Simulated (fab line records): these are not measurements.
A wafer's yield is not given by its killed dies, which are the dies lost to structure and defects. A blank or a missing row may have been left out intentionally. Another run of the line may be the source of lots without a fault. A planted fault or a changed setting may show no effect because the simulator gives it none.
Which tool is to blame? + flow n5-finfet + 12 lots, 36 wafers sampled, at 4 steps of a route of 1938

## WHAT THE GAUGES READ, wafer by wafer
Not one reading of a measure or inspect step in the record can be checked against a usual standard deviation.

## WHICH TOOL RAN EACH LOT (tool, then ch and the chambers of the sampled wafers, then the start)
| lot  | N5_BEOL_M4_SPUTTER_94        | N5_MIM_TOP_ETCH_ETCH_00           | N5_PASSIVATION_PECVD_35         | N5_PASSIVATION_PROBE_49 |
|------|------------------------------|-----------------------------------|---------------------------------|-------------------------|
| L491 | pvd-sputter-03, day 8 02:57  | rie-metal-01 ch 1, day 11 22:20   | pecvd-01 ch 0,2, day 12 04:46   | -                       |
| L492 | pvd-sputter-01, day 8 06:16  | rie-metal-01 ch 0,1, day 12 01:20 | pecvd-04 ch 1,2, day 12 07:31   | -                       |
| L496 | pvd-sputter-01, day 9 11:27  | rie-metal-02 ch 0,1, day 13 17:40 | pecvd-04 ch 0,1,2, day 14 01:02 | -                       |
| L500 | pvd-sputter-02, day 10 03:22 | rie-metal-01 ch 0,1, day 14 10:50 | pecvd-01 ch 1,2, day 14 20:35   | -                       |
| L498 | pvd-sputter-02, day 10 05:20 | rie-metal-02 ch 0, day 14 06:51   | pecvd-03 ch 0,2, day 14 13:55   | prober-02, day 14 17:39 |
| L499 | pvd-sputter-03, day 10 06:55 | rie-metal-02 ch 0,1, day 14 00:56 | pecvd-01 ch 1,2, day 14 08:44   | -                       |
| L502 | pvd-sputter-02, day 10 12:53 | rie-metal-02 ch 1, day 14 22:33   | pecvd-04 ch 0,1,2, day 15 03:58 | prober-02, day 15 07:40 |
| L503 | pvd-sputter-01, day 10 13:11 | rie-metal-01 ch 0,1, day 14 08:01 | pecvd-03 ch 0,1,2, day 14 14:33 | -                       |
| L506 | pvd-sputter-01, day 11 23:43 | rie-metal-01 ch 0,1, day 15 17:19 | pecvd-04 ch 0,1,2, day 15 23:53 | -                       |
| L507 | pvd-sputter-01, day 12 02:57 | rie-metal-03 ch 0,1, day 16 10:34 | pecvd-04 ch 1,2, day 16 18:40   | -                       |
| L509 | pvd-sputter-01, day 12 17:12 | rie-metal-02 ch 0,1, day 16 15:46 | pecvd-03 ch 0,1, day 16 23:45   | -                       |
| L512 | pvd-sputter-03, day 13 21:18 | rie-metal-03 ch 0,1, day 18 02:15 | pecvd-01 ch 0,1,2, day 18 10:48 | -                       |
- N5_BEOL_M4_SPUTTER_94: material Cu, target thk 4.5 nm, time 8.29 s.
- N5_MIM_TOP_ETCH_ETCH_00: etches TiN in Cl2/BCl3, target depth 38.5 nm.
- N5_PASSIVATION_PECVD_35: deposits SiNx from SiH4/NH3/N2, target thk 700 nm, time 151.3 s.
- N5_PASSIVATION_PROBE_49

## AS READ BY THE TOOLS THEMSELVES (means over the sampled wafers that have a number; for cases with no such wafer, the mark the record gives instead)
N5_BEOL_M4_SPUTTER_94. Usual: throttle-valve-pct reads 29.7 % (standard deviation 0.99).
| lot  | tool           | throttle-valve-pct (%) | flag |
|------|----------------|------------------------|------|
| L491 | pvd-sputter-03 | 31.2                   |      |
| L492 | pvd-sputter-01 | 29.8                   |      |
| L496 | pvd-sputter-01 | 29.3                   |      |
| L500 | pvd-sputter-02 | 29.3                   |      |
| L498 | pvd-sputter-02 | 28.6                   |      |
| L499 | pvd-sputter-03 | 30.1                   |      |
| L502 | pvd-sputter-02 | 29.4                   |      |
| L503 | pvd-sputter-01 | 29.8                   |      |
| L506 | pvd-sputter-01 | 29.2                   |      |
| L507 | pvd-sputter-01 | 29.4                   |      |
| L509 | pvd-sputter-01 | 29.7                   |      |
| L512 | pvd-sputter-03 | 29.8                   |      |

N5_MIM_TOP_ETCH_ETCH_00. Usual: drypump-motor-current-A 5.6 A, standard deviation 0.42; oes-product-au 0.79 a.u., standard deviation 0.072; throttle-valve-pct 22.72 %, standard deviation 0.22.
| lot  | tool         | drypump-motor-current-A (A) | oes-product-au (a.u.) | throttle-valve-pct (%) | flag |
|------|--------------|-----------------------------|-----------------------|------------------------|------|
| L491 | rie-metal-01 | 6.1                         | 0.76                  | 22.91                  |      |
| L492 | rie-metal-01 | 5.6                         | 0.83                  | 22.70                  |      |
| L496 | rie-metal-02 | 5.7                         | 0.77                  | 22.84                  |      |
| L500 | rie-metal-01 | 5.8                         | 0.78                  | 22.83                  |      |
| L498 | rie-metal-02 | 5.0                         | 0.64                  | 22.78                  |      |
| L499 | rie-metal-02 | 5.3                         | 0.69                  | 22.81                  |      |
| L502 | rie-metal-02 | 6.0                         | 0.82                  | 22.90                  |      |
| L503 | rie-metal-01 | 5.6                         | 0.81                  | 22.70                  |      |
| L506 | rie-metal-01 | 5.8                         | 0.77                  | 22.83                  |      |
| L507 | rie-metal-03 | 5.5                         | 0.79                  | 22.39                  |      |
| L509 | rie-metal-02 | 5.3                         | 0.90                  | 22.70                  |      |
| L512 | rie-metal-03 | 5.7                         | 0.76                  | 22.55                  |      |

N5_PASSIVATION_PECVD_35. Usual: heater-power-outer-w 187 W, standard deviation 80; heater-power-w 411 W, standard deviation 92; showerhead-plenum-p-Torr 8.68 Torr, standard deviation 0.06; throttle-valve-pct 29.8 %, standard deviation 1.4.
| lot  | tool     | heater-power-outer-w (W) | heater-power-w (W) | showerhead-plenum-p-Torr (Torr) | throttle-valve-pct (%) | flag |
|------|----------|--------------------------|--------------------|---------------------------------|------------------------|------|
| L491 | pecvd-01 | 151                      | 372                | 8.67                            | 29.7                   |      |
| L492 | pecvd-04 | 135                      | 370                | 8.64                            | 29.4                   |      |
| L496 | pecvd-04 | 227                      | 469                | 8.68                            | 29.4                   |      |
| L500 | pecvd-01 | 88                       | 284                | 8.65                            | 30.0                   |      |
| L498 | pecvd-03 | 242                      | 498                | 8.63                            | 29.4                   |      |
| L499 | pecvd-01 | 96                       | 309                | 8.65                            | 29.9                   |      |
| L502 | pecvd-04 | 181                      | 402                | 8.69                            | 29.3                   |      |
| L503 | pecvd-03 | 243                      | 462                | 8.69                            | 29.3                   |      |
| L506 | pecvd-04 | 223                      | 454                | 8.68                            | 29.7                   |      |
| L507 | pecvd-04 | 144                      | 377                | 8.69                            | 28.7                   |      |
| L509 | pecvd-03 | 234                      | 448                | 8.72                            | 29.5                   |      |
| L512 | pecvd-01 | 161                      | 387                | 8.66                            | 31.1                   |      |

N5_PASSIVATION_PROBE_49. Usual: defect-limited-yield 91.1 %, standard deviation 1.3; killed_at_M0_to_M3 34, standard deviation 10; killed_at_M4_up 14, standard deviation 5.7; killed-at-contacts 12, standard deviation 5.9; killed-at-front-end 41, standard deviation 12; killed-at-other 4, standard deviation 3.1; killed-dies 105, standard deviation 15; killed-on-rim 14, standard deviation 4.2; killed-open 69, standard deviation 11; killed-short 35, standard deviation 7.8; sort_bin_5_function 5.3 %, standard deviation 0.81; sort_bin_6_memory 3.3 %, standard deviation 0.75; sort_bin_8_speed 0.00 %, standard deviation 0.007; sort-n-pass 1075, standard deviation 15; sort-yield-pct 91.1 %, standard deviation 1.3.
| lot  | tool      | defect-limited-yield (%) | killed_at_M0_to_M3 | killed_at_M4_up | killed-at-contacts | killed-at-front-end | killed-at-other | killed-dies | killed-on-rim | killed-open | killed-short | sort_bin_5_function (%) | sort_bin_6_memory (%) | sort_bin_8_speed (%) | sort-n-pass | sort-yield-pct (%) | flag |
|------|-----------|--------------------------|--------------------|-----------------|--------------------|---------------------|-----------------|-------------|---------------|-------------|--------------|-------------------------|-----------------------|----------------------|-------------|--------------------|------|
| L498 | prober-02 | 85.5                     | 31                 | 49              | 18                 | 71                  | 3               | 171         | 27            | 91          | 40           | 9.3                     | 4.4                   | 0.00                 | 1009        | 85.5               | OFF  |
| L502 | prober-02 | 88.4                     | 29                 | 38              | 12                 | 52                  | 6               | 137         | 20            | 75          | 39           | 6.9                     | 4.0                   | 0.00                 | 1043        | 88.4               | OFF  |

## THE ANSWER, worked out from the rows above alone
Rule: lot off if the mean of its wafers having a number is beyond 3 standard deviations from the usual mean. Also off: a lot with no number at a reading for which 4 or more lots have one. Any other lot the step has rows for is counted as sound. First the gauges in route order, then the tools' own readings, where a lot's mean is used as printed above. The first step at which some lot is off is used, and at that step the reading that is off furthest; a lot without a number counts as furthest.
Off: L498, L502, at N5_PASSIVATION_PROBE_49 (killed_at_M4_up). Neither off nor sound, because the step has no rows for them: L491, L492, L496, L500, L499, L503, L506, L507, L509, L512.
A tool fits if, at that step or a process step before it, it ran every lot that is off, and no sound lot after the first of them. Can't be told from this: 3 tools fit, pvd-sputter-02 at N5_BEOL_M4_SPUTTER_94, rie-metal-02 at N5_MIM_TOP_ETCH_ETCH_00, prober-02 at N5_PASSIVATION_PROBE_49.

## WHAT THE SIMULATOR HAD PUT IN
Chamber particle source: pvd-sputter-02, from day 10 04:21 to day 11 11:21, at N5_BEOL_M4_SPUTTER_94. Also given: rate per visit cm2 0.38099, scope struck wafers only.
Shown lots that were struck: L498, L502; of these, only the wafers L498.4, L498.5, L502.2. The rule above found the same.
